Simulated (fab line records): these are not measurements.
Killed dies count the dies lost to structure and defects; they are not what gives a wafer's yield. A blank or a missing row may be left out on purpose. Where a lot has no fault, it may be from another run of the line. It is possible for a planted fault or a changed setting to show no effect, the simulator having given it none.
fab line records	flow nandHarc
[record] lots = 13	wafers = 39	lastDay = 24
route steps=1159 shown A_CONTACT@862 END@1159
lots untouched by any fault: they come from a run of this same line in which no faults occurred
startH: hours from the record's opening day to when the first of the lot's shown wafers began	waitH: hours since the lot's step before	" as in the row above	L1.1+2: a row that stands for several wafers	- either no value or no given start	* or withheld: withheld	< > ~ a bound
route shown NAME@n: NAME is a module with steps in the file, n the number in the route of the first one	usual: mean/standard deviation of fault-free wafers	same: alike in all rows	chamber/n: place in a boat	sites: the reading at each site	_std_site: how widely they spread, as a standard deviation	_edge_site: inner sites' mean taken away from outer sites' mean	radiusMm: how far each site lies from the wafer's centre	mask NAME#n: copy n	behind: tool/chamber where the wafer was last shaped	hold: the reason the lot was held/the length of the hold in hours/how it ended	device: transistor that didn't switch, given as n, p or np	end of line: the same wafers' tests at the end of the route	where a step has no rows: the recipe by itself	killed: the dies lost at the first sort to structure and to defects; this is not the yield of the wafer	map: per-die view of a wafer (x killed, . not killed, _ where there is no die)
set.NAME: setting as actually run; set.NAME@STEP: the setting as run at that earlier step	model.NAME: the simulator's own value behind a step, which no gauge read
steps of the route over a sample of lots; a table a step, a row a wafer
services: the hour from which a tool's chamber was out of use, counted from the record's first day as startH (under 0 if before that day), plus the number of hours and why
[[steps]]
[step NHARC_A_CONTACT_ETCH_111]
[recipe] sourceW = withheld	pressureMtorr = 20	biasV = withheld	timeS = 140	targetDepthA = 7000	arFlowSccm = withheld	c4f8FlowSccm = withheld	o2FlowSccm = withheld	chemistry = C4F8/O2/Ar
[usual] runLengthS = 141.3/0.36
lot.wafer	tool	chamber	startH	waitH	rfHoursCounterH	runLengthS
L160.2	harCapEtch-03	1	382.43	-	83	141.0
L160.4	"	1	"	"	-	141.4
L160.6	"	0	"	"	-	141.2
L161.1	harCapEtch-02	0	383.99	-	11	141.1
L161.3	"	0	"	"	-	141.3
L161.5	"	1	"	"	-	141.4
L159.1	harCapEtch-02	0	388.15	-	12	141.1
L159.4	"	1	"	"	-	141.9
L159.6	"	1	"	"	-	141.6
L163.4	harCapEtch-02	1	392.12	-	-	141.8
L163.3	"	0	"	"	-	141.2
L163.5	"	1	"	"	-	141.8
L165.1	harCapEtch-01	0	419.58	-	63	141.0
L165.5	"	1	"	"	-	141.2
L165.6	"	0	"	"	-	141.1
L167.1	harCapEtch-03	0	426.68	-	90	141.1
L167.3	"	1	"	"	-	141.8
L167.4	"	0	"	"	-	141.5
L166.1	harCapEtch-03	0	430.22	-	91	140.9
L166.2	"	1	"	"	91	141.1
L166.3	"	0	"	"	-	141.2
L169.1	harCapEtch-01	0	446.84	-	67	140.9
L169.2	"	1	"	"	67	140.8
L169.3	"	0	"	"	-	140.9
L175.2	harCapEtch-03	1	496.89	-	101	141.3
L175.6	"	0	"	"	-	140.9
L175.5	"	1	"	"	-	141.4
L178.2	harCapEtch-01	1	500.74	-	77	141.1
L178.1	"	0	"	"	77	141.4
L178.4	"	1	"	"	-	140.6
L179.2	harCapEtch-02	0	500.91	-	30	141.3
L179.3	"	0	"	"	-	141.6
L179.4	"	1	"	"	-	141.4
L177.4	harCapEtch-03	1	510.22	-	-	141.1
L177.3	"	0	"	"	-	141.1
L177.6	"	0	"	"	-	141.5
L180.1	harCapEtch-02	1	512.11	-	33	141.4
L180.4	"	1	"	"	-	142.0
L180.5	"	1	"	"	-	141.6
[step NHARC_A_CONTACT_ETCH_118]
[recipe] sourceW = withheld	pressureMtorr = 20	biasV = 3000	timeS = 94	targetDepthA = 9220	arFlowSccm = withheld	c4f8FlowSccm = withheld	o2FlowSccm = withheld	chemistry = C4F8/O2/Ar
[usual] runLengthS = 94/0
lot.wafer	tool	chamber	startH	waitH	rfHoursCounterH	runLengthS
L160.2	harCapEtch-03	1	383.17	0.1	84	94
L160.4	"	1	"	"	-	94
L160.6	"	0	"	"	-	94
L161.1	harCapEtch-02	0	384.72	0.1	11	94
L161.3	"	0	"	"	-	94
L161.5	"	1	"	"	-	94
L159.1	harCapEtch-02	0	389.01	0.1	12	94
L159.4	"	1	"	"	-	94
L159.6	"	1	"	"	-	94
L163.4	harCapEtch-02	1	393.07	0.1	-	94
L163.3	"	0	"	"	-	94
L163.5	"	1	"	"	-	94
L165.1	harCapEtch-01	0	420.30	0.1	64	94
L165.5	"	1	"	"	-	94
L165.6	"	0	"	"	-	94
L167.1	harCapEtch-03	0	427.64	0.1	91	94
L167.3	"	1	"	"	-	94
L167.4	"	0	"	"	-	94
L166.1	harCapEtch-03	0	431.22	0.1	92	94
L166.2	"	1	"	"	92	94
L166.3	"	0	"	"	-	94
L169.1	harCapEtch-01	0	447.58	0.1	68	94
L169.2	"	1	"	"	68	94
L169.3	"	0	"	"	-	94
L175.2	harCapEtch-03	1	497.62	0.1	102	94
L175.6	"	0	"	"	-	94
L175.5	"	1	"	"	-	94
L178.2	harCapEtch-01	1	501.48	0.1	78	94
L178.1	"	0	"	"	78	94
L178.4	"	1	"	"	-	94
L179.2	harCapEtch-02	0	501.66	0.1	31	94
L179.3	"	0	"	"	-	94
L179.4	"	1	"	"	-	94
L177.4	harCapEtch-03	1	510.93	0.1	-	94
L177.3	"	0	"	"	-	94
L177.6	"	0	"	"	-	94
L180.1	harCapEtch-02	1	512.84	0.1	33	94
L180.4	"	1	"	"	-	94
L180.5	"	1	"	"	-	94
[step NHARC_A_CONTACT_ETCH_122]
[recipe] sourceW = withheld	pressureMtorr = 20	biasV = 3000	timeS = 95	targetDepthA = 9300	arFlowSccm = withheld	c4f8FlowSccm = withheld	o2FlowSccm = withheld	chemistry = C4F8/O2/Ar
[usual] runLengthS = 95/0
lot.wafer	tool	chamber	startH	waitH	rfHoursCounterH	runLengthS
L160.2	harCapEtch-03	1	383.53	0.1	84	95
L160.4	"	1	"	"	-	95
L160.6	"	0	"	"	-	95
L161.1	harCapEtch-02	0	385.08	0.1	11	95
L161.3	"	0	"	"	-	95
L161.5	"	1	"	"	-	95
L159.1	harCapEtch-02	0	389.50	0.1	13	95
L159.4	"	1	"	"	-	95
L159.6	"	1	"	"	-	95
L163.4	harCapEtch-02	1	393.56	0.1	-	95
L163.3	"	0	"	"	-	95
L163.5	"	1	"	"	-	95
L165.1	harCapEtch-01	0	420.66	0.1	64	95
L165.5	"	1	"	"	-	95
L165.6	"	0	"	"	-	95
L167.1	harCapEtch-03	0	428.13	0.1	91	95
L167.3	"	1	"	"	-	95
L167.4	"	0	"	"	-	95
L166.1	harCapEtch-03	0	431.70	0.1	92	95
L166.2	"	1	"	"	92	95
L166.3	"	0	"	"	-	95
L169.1	harCapEtch-01	0	447.95	0.1	68	95
L169.2	"	1	"	"	68	95
L169.3	"	0	"	"	-	95
L175.2	harCapEtch-03	1	497.98	0.1	102	95
L175.6	"	0	"	"	-	95
L175.5	"	1	"	"	-	95
L178.2	harCapEtch-01	1	501.84	0.1	78	95
L178.1	"	0	"	"	78	95
L178.4	"	1	"	"	-	95
L179.2	harCapEtch-02	0	502.02	0.1	31	95
L179.3	"	0	"	"	-	95
L179.4	"	1	"	"	-	95
L177.4	harCapEtch-03	1	511.29	0.1	-	95
L177.3	"	0	"	"	-	95
L177.6	"	0	"	"	-	95
L180.1	harCapEtch-02	1	513.20	0.1	33	95
L180.4	"	1	"	"	-	95
L180.5	"	1	"	"	-	95
[step NHARC_A_CONTACT_ETCH_96]
[recipe] targetDepthA = 200	overEtchFrac = 0.5	timeS = 10	ionEnergyEv = 250	c4f6FlowSccm = 25	o2FlowSccm = 20	arFlowSccm = 500	rfW = 600	biasW = 500	chemistry = C4F6/O2
[usual] drypumpMotorCurrentA = 5.7/0.36	oesProductAu = 0.975/0.024	rfVppV = 547/4.2	runLengthS = 31.2/0.37	showerheadPlenumPTorr = 3.92/0.21	throttleValvePct = 26.903/0.0092
lot.wafer	tool	chamber	startH	waitH	drypumpMotorCurrentA	oesProductAu	rfHoursCounterH	rfVppV	runLengthS	showerheadPlenumPTorr	throttleValvePct
L160.2	rieDiel-07	2	384.42	0.2	5.5	0.962	31	541	30.6	3.64	26.905
L160.4	"	3	"	"	6.1	0.948	-	542	31.5	3.66	26.908
L160.6	"	1	"	"	5.7	0.948	-	549	31.2	4.00	26.909
L161.3	rieDiel-07	3	385.93	0.1	6.1	1.001	30	541	31.8	3.66	26.921
L161.1	"	1	"	"	5.8	0.996	32	549	31.4	4.00	26.912
L161.5	"	1	"	"	5.7	0.990	-	548	31.3	4.00	26.898
L159.1	rieDiel-07	0	390.46	-	5.0	0.964	30	551	31.3	4.13	26.896
L159.4	"	1	"	"	5.7	0.946	34	548	31.4	4.00	26.907
L159.6	"	3	"	"	6.1	0.947	-	542	31.2	3.66	26.903
L163.4	rieDiel-07	0	394.48	-	5.0	0.953	30	551	31.1	4.13	26.889
L163.3	"	1	"	"	5.7	0.932	34	548	31.5	4.00	26.909
L163.5	"	3	"	"	6.1	0.953	-	541	31.2	3.66	26.886
L165.1	rieDiel-07	0	421.48	-	5.0	1.003	1	551	28.0	4.13	26.900
L165.5	"	2	"	"	5.6	1.011	-	553	30.8	4.23	26.893
L165.6	"	3	"	"	6.1	1.015	-	542	31.9	3.65	26.896
L167.1	rieDiel-07	3	429.07	-	6.1	0.951	2	542	28.0	3.65	26.907
L167.3	"	0	"	"	5.1	0.943	2	550	31.4	4.13	26.917
L167.4	"	1	"	"	5.7	0.949	2	548	28.0	4.00	26.893
L166.3	rieDiel-07	1	432.67	-	5.7	1.002	3	548	31.2	4.00	26.902
L166.1	"	2	"	"	5.6	1.007	3	554	27.5	4.23	26.900
L166.2	"	3	"	"	6.1	1.009	3	541	31.3	3.65	26.905
L169.1	rieDiel-01	2	448.90	0.2	6.3	0.983	46	548	30.8	4.00	26.910
L169.2	"	3	"	"	5.5	0.985	51	545	30.8	3.92	26.900
L169.3	"	2	"	"	6.3	0.992	-	548	30.6	4.00	26.908
L175.2	rieDiel-07	2	498.94	-	5.5	0.958	16	553	31.0	4.22	26.895
L175.6	"	1	"	"	5.7	0.969	-	548	31.4	3.99	26.904
L175.5	"	2	"	"	5.5	0.956	-	553	30.7	4.22	26.902
L178.2	rieDiel-07	2	502.67	-	5.5	0.929	16	554	30.8	4.22	26.917
L178.1	"	3	"	"	6.1	0.948	18	540	31.4	3.65	26.912
L178.4	"	0	"	"	5.0	0.955	18	551	31.7	4.12	26.918
L179.3	rieDiel-13	1	502.85	-	6.3	0.964	16	542	30.9	3.69	26.895
L179.4	"	2	"	"	5.7	0.963	16	551	30.5	4.18	26.903
L179.2	"	3	"	"	5.4	0.945	15	544	31.4	3.81	26.909
L177.3	rieDiel-01	0	512.14	-	5.4	0.995	5	543	31.5	3.69	26.912
L177.4	"	3	"	"	5.6	1.012	5	546	30.8	3.90	26.899
L177.6	"	1	"	"	5.8	1.010	-	543	31.5	3.73	26.885
L180.4	rieDiel-01	0	514.07	-	5.4	0.994	6	541	31.6	3.69	26.901
L180.1	"	1	"	"	5.8	1.001	5	544	31.0	3.73	26.900
L180.5	"	0	"	"	5.4	0.994	-	543	31.7	3.69	26.909
[step NHARC_END_SORT_01]
[recipe] tempC = 25
[usual] killedAtArray = 26/8.6	killedAtOther = 0.7/0.97	killedAtPeriphery = 3.2/2.2	killedDies = 30/8.9	killedOpen = 3.1/1.8	killedShort = 2.2/1.8
[same] grossDies = 677
lot.wafer	tool	chamber	startH	waitH	killedAtArray	killedAtOther	killedAtPeriphery	killedDies	killedOpen	killedShort
L165.1	prober-01	0	489.85	2.5	201	0	2	203	4	5
L165.5	prober-01	0	493.07	3.7	27	1	5	33	5	4
L165.6	prober-01	0	493.87	4.0	24	1	3	28	4	3
L167.1	prober-02	0	497.62	2.5	175	1	3	179	5	2
L167.3	prober-02	0	499.22	3.1	20	0	1	21	2	1
L167.4	prober-02	0	500.02	3.4	213	0	4	217	1	1
L166.1	prober-01	0	501.53	2.5	198	3	4	205	2	3
L166.2	prober-01	0	502.35	2.8	31	6	4	41	3	0
L166.3	prober-01	0	503.17	3.1	27	1	4	32	2	1
// killed by level:class
L165.1 A_CONTACT:areaEtch=175 A_CHANNEL_HOLE_D1:chamberFilmFlake=11 A_STAIRCASE:chamberFilmFlake=3 A_WL_FILL:geometricParticle:short=2 A_CONTACT:geometricParticle:open=2 P_GATE:chamberFilmFlake=2 A_CONTACT:chamberFilmFlake=2 A_CHANNEL_HOLE_D1:geometricParticle:short=1
L165.5 A_CHANNEL_HOLE_D1:chamberFilmFlake=16 A_STAIRCASE:chamberFilmFlake=3 P_CONTACT:geometricParticle:open=2 A_ONON_D1:geometricParticle:short=2 P_GATE:chamberFilmFlake=2 A_CONTACT:chamberFilmFlake=2 P_M0:geometricParticle:short=1 A_CHANNEL_FILL_D1:geometricParticle:short=1
L165.6 A_CHANNEL_HOLE_D1:chamberFilmFlake=16 A_CONTACT:geometricParticle:open=2 A_ZERO_WELL:chamberFilmFlake=2 P_CONTACT:geometricParticle:open=1 P_CONTACT:geometricParticle:short=1 A_CHANNEL_FILL_D1:geometricParticle:short=1 A_CHANNEL_FILL_D1:geometricParticle:open=1 A_SGD_CUT:geometricParticle:short=1
L167.1 A_CONTACT:areaEtch=156 A_CHANNEL_HOLE_D1:chamberFilmFlake=3 A_STAIRCASE:chamberFilmFlake=3 A_WL_FILL:chamberFilmFlake=3 A_ONON_D1:geometricParticle:open=2 A_CHANNEL_FILL_D1:geometricParticle:open=2 P_M0:chamberFilmFlake=2 A_SLIT:chamberFilmFlake=2
L167.3 A_STAIRCASE:chamberFilmFlake=7 A_CHANNEL_HOLE_D1:chamberFilmFlake=4 A_SLIT:chamberFilmFlake=2 A_WL_FILL:chamberFilmFlake=2 A_CONTACT:chamberFilmFlake=2 P_GATE:geometricParticle:open=1 A_WL_FILL:geometricParticle:open=1 A_M0:geometricParticle:short=1
L167.4 A_CONTACT:areaEtch=201 A_CHANNEL_HOLE_D1:chamberFilmFlake=4 A_CONTACT:chamberFilmFlake=3 P_GATE:chamberFilmFlake=2 A_STAIRCASE:chamberFilmFlake=2 A_WL_FILL:chamberFilmFlake=2 P_M0:geometricParticle:short=1 A_ONON_D1:geometricParticle:open=1
L166.1 A_CONTACT:areaEtch=179 A_CHANNEL_HOLE_D1:chamberFilmFlake=11 A_STAIRCASE:chamberFilmFlake=4 THIN_TSV:chamberFilmFlake=3 A_CONTACT:geometricParticle:short=2 P_M0:chamberFilmFlake=2 P_M0:geometricParticle:open=1 P_M2:geometricParticle:short=1
L166.2 A_CHANNEL_HOLE_D1:chamberFilmFlake=17 A_STAIRCASE:chamberFilmFlake=7 THIN_TSV:chamberFilmFlake=6 A_CONTACT:chamberFilmFlake=4 A_CONTACT:geometricParticle:open=2 P_GATE:chamberFilmFlake=2 P_M0:chamberFilmFlake=2 A_CHANNEL_FILL_D1:geometricParticle:open=1
L166.3 A_CHANNEL_HOLE_D1:chamberFilmFlake=19 A_STAIRCASE:chamberFilmFlake=4 A_CONTACT:chamberFilmFlake=2 P_M0:geometricParticle:open=1 A_WL_FILL:geometricParticle:short=1 A_BLC:geometricParticle:open=1 P_GATE:chamberFilmFlake=1 P_M0:chamberFilmFlake=1
[[services]]
tool	chamber	startH	hours	kind
rieDiel-07	0	359.75	-	clean
rieDiel-07	1	359.75	-	clean
rieDiel-07	2	359.75	-	clean
rieDiel-07	3	359.75	-	clean
harCapEtch-01	-	364.05	0.2	repair
rieDiel-07	0	380.10	8.9	repair
rieDiel-07	1	384.25	-	clean
rieDiel-07	2	384.25	-	clean
rieDiel-07	3	384.25	-	clean
rieDiel-07	-	405.25	9.0	pm
rieDiel-07	0	405.25	9.0	ventCycle
rieDiel-07	1	405.25	9.0	ventCycle
rieDiel-07	2	405.25	9.0	ventCycle
rieDiel-07	3	405.25	9.0	ventCycle
rieDiel-07	0	414.25	-	clean
rieDiel-07	0	414.25	-	consumableReplace:focusRing
rieDiel-07	1	414.25	-	clean
rieDiel-07	1	414.25	-	consumableReplace:focusRing
rieDiel-07	2	414.25	-	clean
rieDiel-07	2	414.25	-	consumableReplace:focusRing
rieDiel-01	1	434.38	29.7	repair
rieDiel-01	0	443.72	6.3	repair
rieDiel-13	-	453.14	9.0	pm
rieDiel-01	-	491.87	9.0	pm
[[key]]
[firstSign] step = NHARC_A_CONTACT_ETCH_96	reading = runLengthS	direction = down	sigmas = 9.1	usual = *	struck = *
[effect] step = NHARC_END_SORT_01	reading = killedAtArray	direction = up	sigmas = 20	usual = 26	struck = 197
[moreKillsBornAt] NHARC_A_CONTACT_ETCH_96@rieDiel-07 = 711
metAt NHARC_A_CONTACT_ETCH_96
struckLots L165,L166,L167
struckWafers L165.1,L166.1,L167.1,L167.4
testerLeftOut L165,L166,L167
notActingAt NHARC_A_CONTACT_ETCH_111,NHARC_A_CONTACT_ETCH_118,NHARC_A_CONTACT_ETCH_122
onsetBetween 394.48 421.48
[fault] kind = processParameterDrift	tool = rieDiel-07	chamber = -	onsetH = 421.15	steps = NHARC_A_CONTACT_ETCH_96	channel = timeS	offset = *	shape = step	endH = 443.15	scope = struckWafersOnly	actsIn = *	stated = *
// testerLeftOut: of these lots the tester's yield and bins aren't shown, on N5 and GAA mostly nor the transistor test; their killed dies are dies lost to structure and defects alone, not to doping, threshold or leakage, so they don't give the yield
